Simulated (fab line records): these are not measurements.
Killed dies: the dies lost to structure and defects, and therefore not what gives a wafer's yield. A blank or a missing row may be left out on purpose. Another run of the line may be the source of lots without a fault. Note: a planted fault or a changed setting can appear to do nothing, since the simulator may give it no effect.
A struck lot beside a sound one :: flow nand-harc :: 15 out of 1302 route steps
Sound: these wafers, L422.1, L422.3, L422.5. Wafers L414.1, L414.3, L414.5 were the ones struck. Last of all comes the cause.
At each step with rows: each side's tool, then ch and its chambers, then its first start. Under that, the readings that differ: sound wafers :: struck wafers :: difference of the means :: sigmas: that difference in standard deviations of wafers without a fault.
alike: a reading whose means differ by less than 2 such deviations, as well as words and numbers matching on both sides. not compared: withheld readings; readings where some wafer has no value; bounds like >300 that might hide an equal value; numbers whose values overlap and for which the record gives no deviation.
Wherever a step has rows on one side only, a row that says differs or no value, or a row with sigmas, the two part there. Numbers that have no deviation but don't overlap get no sigmas and don't part them. A reading missing from all wafers of one side parts the sides only when that side holds two or more wafers.

NHARC_A_CHANNEL_HOLE_D2_ETCH_44: etches the open film in CF4/O2, target depth 140 nm, overetch 14 nm, time 77 s.
  sound on rie-diel-06 ch 1,3, day 22 18:19; struck on rie-diel-09 ch 0,1, day 19 03:14
  alike: cf4-flow-sccm, drypump-motor-current-A, oes-product-au, rf-fwd-power-W, rf-vpp-V, showerhead-plenum-p-Torr, throttle-valve-pct
  not compared: rf-hours-counter-h
NHARC_A_CHANNEL_HOLE_D2_STRIP_28: strips in O2.
  sound on rie-diel-06 ch 0,1; struck on rie-diel-09 ch 0,3
  alike: drypump-motor-current-A, oes-product-au, rf-vpp-V, showerhead-plenum-p-Torr, throttle-valve-pct
  not compared: rf-hours-counter-h
then, 2 steps without rows for these wafers: NHARC_A_CHANNEL_HOLE_D2_PRECLEAN_29 (cleans in SC1); NHARC_A_CHANNEL_HOLE_D2_SRD_30.
NHARC_A_CHANNEL_HOLE_D2_CD_MEAS_31:
  struck on cd-sem-02, day 19 04:02; sound on cd-sem-01, day 22 19:06
  alike: cd-nm
NHARC_A_CHANNEL_HOLE_D2_XSEM_32:
  sound on xsem-02 ch 0, day 22 19:11; struck on xsem-02 ch 0, day 19 04:07
  alike: bot-cd-nm, bow-nm, tilt-deg
NHARC_A_CHANNEL_HOLE_D2_INSPECT_40:
  struck on defect-inspect-02, day 19 04:13; sound on defect-inspect-01, day 22 19:17
  alike: raw-defect-count
then, 3 steps without rows for these wafers: NHARC_A_CHANNEL_FILL_D2_PRECLEAN_00 (cleans in SC1); NHARC_A_CHANNEL_FILL_D2_SRD_01; NHARC_A_CHANNEL_FILL_D2_ALD_02 (deposits SiO2, target thk 6 nm, pulse time 10 s, ald cycles 60).
NHARC_A_CHANNEL_FILL_D2_ALD_03: deposits SiNx, target thk 6 nm, pulse time 60 s, ald cycles 58.
  sound on ald-sin-batch-03 ch 0; struck on ald-sin-batch-01 ch 0
reading: susceptor-temp-C (C)
sound: - - -
struck: 630.2 630.0 629.9
difference: no value on the sound wafers
sigmas: 
  alike: chamber-pressure-Torr, precursor-pulse-height-rel
then, 1 step without rows for these wafers: NHARC_A_CHANNEL_FILL_D2_ALD_14 (deposits SiO2, target thk 2.5 nm, pulse time 10 s, ald cycles 25).
NHARC_A_CHANNEL_FILL_D2_ALD_15: deposits SiNx, target thk 2 nm, pulse time 60 s, ald cycles 19.
  sound on ald-sin-batch-01 ch 0, day 23 05:33; struck on ald-sin-batch-03 ch 0, day 19 14:39
reading: susceptor-temp-C (C)
sound: - - -
struck: 601.33 601.27 602.06
difference: no value on the sound wafers
sigmas: 
  alike: chamber-pressure-Torr, precursor-pulse-height-rel
NHARC_A_CHANNEL_FILL_D2_ALD_16: deposits SiO2, target thk 1.5 nm, pulse time 10 s, ald cycles 15.
  sound on ald-hk-04 ch 1,2, day 23 08:24; struck on ald-hk-02 ch 0,1,2, day 19 16:43
  alike: heater-power-w, precursor-pulse-height-rel, susceptor-temp-C
-- the record jumps here: 11 days lie between the struck wafers' starts before and after (it left off in module A_CHANNEL_FILL_D2 and takes up again in module END, whose first step shown is number 1302 of the route) --
NHARC_END_SORT_01:
  at this point the record logs the struck wafers (prober-01 ch 0, day 30 10:31) and has no rows for the sound ones

WHERE THEY PART
First at NHARC_A_CHANNEL_FILL_D2_ALD_03; last, within this record, at NHARC_END_SORT_01.

WHY: what had been put in by the simulator
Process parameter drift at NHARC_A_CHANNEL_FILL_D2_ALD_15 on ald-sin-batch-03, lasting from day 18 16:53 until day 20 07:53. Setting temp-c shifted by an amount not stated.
